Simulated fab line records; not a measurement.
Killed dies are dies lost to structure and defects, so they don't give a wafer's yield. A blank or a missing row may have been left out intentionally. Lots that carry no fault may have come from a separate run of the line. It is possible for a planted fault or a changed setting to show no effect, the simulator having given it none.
Which tool is to blame? ; flow nandHarc ; 24 lots, 72 wafers sampled, at 3 steps of a route of 1159

WHAT THE GAUGES READ, wafer by wafer
NHARC_P_GATE_CD_MEAS_59 targets a cd of 720 nm.
lot;measured;on;cdNm (nm)
L074;day 5 12:27;cdSem-03;719.8 724.3 720.6
L075;day 5 14:12;cdSem-02;720.6 717.7 720.2
L076;day 6 00:38;cdSem-03;721.4 721.7 720.5
L077;day 5 21:58;cdSem-02;723.1 722.4 722.4
L078;day 6 04:56;cdSem-01;719.2 719.0 719.3
L079;day 6 13:55;cdSem-03;718.7 719.1 719.9
L080;day 7 01:57;cdSem-03;721.1 718.9 718.3
L081;day 7 05:37;cdSem-01;720.5 719.8 721.2
L082;day 7 06:08;cdSem-01;720.4 719.9 719.1
L083;day 7 13:58;cdSem-02;720.2 720.3 722.5
L084;day 7 14:36;cdSem-01;723.6 720.5 719.3
L086;day 8 11:35;cdSem-03;721.8 722.6 722.2
L085;day 8 12:46;cdSem-01;720.3 719.2 720.4
L087;day 8 18:07;cdSem-01;719.3 720.0 718.7
L088;day 8 12:29;cdSem-02;721.9 724.0 725.0
L089;day 9 02:35;cdSem-03;721.9 719.5 720.7
L090;day 9 02:56;cdSem-02;719.8 718.6 718.1
L091;day 9 14:54;cdSem-03;721.0 721.7 722.6
L092;day 9 19:58;cdSem-02;721.5 723.9 721.2
L093;day 9 22:03;cdSem-01;719.5 720.9 722.4
L095;day 10 08:35;cdSem-03;720.8 721.9 720.9
L094;day 10 07:57;cdSem-01;719.7 719.5 721.4
L096;day 10 18:17;cdSem-03;720.3 720.7 719.0
L097;day 11 00:55;cdSem-02;722.5 723.0 721.9

NHARC_P_CONTACT_INSPECT_14.
lot;measured;on;rawDefectCount
L074;day 5 18:46;defectInspect-02;2 3 4
L075;day 5 20:56;defectInspect-01;6 4 6
L076;day 6 07:01;defectInspect-02;8 6 6
L077;day 6 04:25;defectInspect-02;2 4 2
L078;day 6 11:21;defectInspect-01;6 2 4
L079;day 6 20:28;defectInspect-01;3 3 0
L080;day 7 08:29;defectInspect-01;6 6 7
L081;day 7 11:53;defectInspect-01;7 4 0
L082;day 7 12:45;defectInspect-02;2 6 4
L083;day 7 20:58;defectInspect-01;3 1 3
L084;day 7 21:16;defectInspect-01;2 2 2
L086;day 8 18:10;defectInspect-02;3 2 2
L085;day 8 19:48;defectInspect-01;4 2 2
L087;day 9 00:41;defectInspect-02;3 4 1
L088;day 8 18:54;defectInspect-02;3 6 2
L089;day 9 09:24;defectInspect-01;3 10 4
L090;day 9 09:41;defectInspect-02;3 4 7
L091;day 9 21:16;defectInspect-02;4 3 0
L092;day 10 02:23;defectInspect-01;1 2 2
L093;day 10 04:43;defectInspect-02;6 4 3
L095;day 10 15:11;defectInspect-02;2 5 5
L094;day 10 14:25;defectInspect-02;3 5 6
L096;day 11 00:40;defectInspect-01;3 2 4
L097;day 11 07:32;defectInspect-01;3 5 9

WHICH TOOL RAN EACH LOT (tool, then ch and the chambers of the sampled wafers, then the start)
lot;NHARC_P_STI_ETCH_42
L074;rieDiel-01 ch 2,3, day 2 11:51
L075;rieDiel-08 ch 0,1,3, day 2 18:32
L076;rieDiel-04 ch 1,2,3, day 3 02:27
L077;rieDiel-01 ch 1,2,3, day 3 02:37
L078;rieDiel-08 ch 1,2,3, day 3 11:30
L079;rieDiel-04 ch 0,2,3, day 3 18:57
L080;rieDiel-04 ch 1,2,3, day 4 00:07
L081;rieDiel-04 ch 0,1,2, day 4 07:42
L082;rieDiel-01 ch 1,2,3, day 4 07:53
L083;rieDiel-04 ch 1,2, day 4 20:16
L084;rieDiel-08 ch 0,1,2, day 4 20:26
L086;rieDiel-04 ch 0,1, day 5 10:04
L085;rieDiel-08 ch 0,1,2, day 5 10:04
L087;rieDiel-01 ch 0,1,2, day 5 19:15
L088;rieDiel-08 ch 0,3, day 5 23:10
L089;rieDiel-04 ch 0,3, day 6 05:22
L090;rieDiel-01 ch 0,2,3, day 6 12:51
L091;rieDiel-08 ch 0,1,3, day 6 17:26
L092;rieDiel-04 ch 0,1,3, day 7 01:44
L093;rieDiel-08 ch 0,1,3, day 7 01:57
L095;rieDiel-01 ch 2,3, day 7 14:16
L094;rieDiel-04 ch 2,3, day 7 14:26
L096;rieDiel-04 ch 1,2,3, day 7 23:06
L097;rieDiel-08 ch 0,2,3, day 8 08:06
- NHARC_P_STI_ETCH_42: etches the open film in N2/H2, target depth 80 nm, overetch 24 nm, time 61 s.

WHAT THE TOOLS THEMSELVES READ (means of the sampled wafers that have a number; where no wafer has one, the mark that the record gives instead)
NHARC_P_STI_ETCH_42.
lot;tool;drypumpMotorCurrentA (A);h2FlowSccm (sccm);oesProductAu (a.u.);rfVppV (V);showerheadPlenumPTorr (Torr);throttleValvePct (%)
L074;rieDiel-01;5.3;150.4;0.993;429.6;1.99;14.177
L075;rieDiel-08;5.9;150.0;1.011;430.0;2.03;14.168
L076;rieDiel-04;5.9;149.6;1.010;431.6;2.09;14.174
L077;rieDiel-01;5.6;150.0;0.999;429.0;1.99;14.167
L078;rieDiel-08;5.8;149.6;1.002;430.1;2.01;14.171
L079;rieDiel-04;5.5;149.8;0.996;430.0;2.03;14.179
L080;rieDiel-04;5.8;150.1;1.004;431.9;2.09;14.170
L081;rieDiel-04;5.8;150.1;1.005;431.0;2.05;14.167
L082;rieDiel-01;5.6;149.7;0.999;428.2;1.99;14.169
L083;rieDiel-04;6.1;150.7;0.997;432.3;2.11;14.174
L084;rieDiel-08;5.6;150.2;1.005;431.8;2.04;14.177
L086;rieDiel-04;5.6;149.6;0.997;428.3;1.97;14.180
L085;rieDiel-08;5.5;150.3;1.006;430.7;2.04;14.170
L087;rieDiel-01;5.6;149.7;1.001;429.8;2.01;14.159
L088;rieDiel-08;6.0;149.8;1.013;431.2;2.06;14.182
L089;rieDiel-04;5.3;150.1;1.004;428.5;1.95;14.175
L090;rieDiel-01;5.2;149.9;1.005;430.0;2.01;14.178
L091;rieDiel-08;5.8;150.6;0.994;430.7;2.02;14.175
L092;rieDiel-04;5.7;150.2;1.007;429.8;2.01;14.169
L093;rieDiel-08;5.8;149.9;0.992;429.7;2.02;14.167
L095;rieDiel-01;5.3;150.3;0.985;429.3;1.98;14.168
L094;rieDiel-04;5.7;150.1;1.005;432.6;2.11;14.170
L096;rieDiel-04;5.8;149.8;1.001;431.7;2.09;14.176
L097;rieDiel-08;5.9;149.7;1.007;429.9;2.05;14.170

THE ANSWER, worked out from the rows above alone
Rule: the usual values come from the lots themselves. The widest of any qualifying gaps counts: lots, ordered by their means at a reading, are off when they make up no more than a third of the lots, leave a main group of 4 or more, and stand apart from it by 3 or more times the standard deviation of that group's means. The tables above print the reading to a certain number of digits; a main group whose means all agree to those digits is not used. A lot without any number at a reading at which 4 lots or more have one is off too. Any other lot the step has rows for is counted as sound. After the gauges, taken in route order, come the tools' own readings; for these a lot's mean is taken, as printed above. At the first step where some lot is off, the reading lying furthest off is the one used; lots without a number count as furthest.
Across all readings shown, no lot is off: no conclusion can be drawn from this.

WHAT WAS PUT IN BY THE SIMULATOR
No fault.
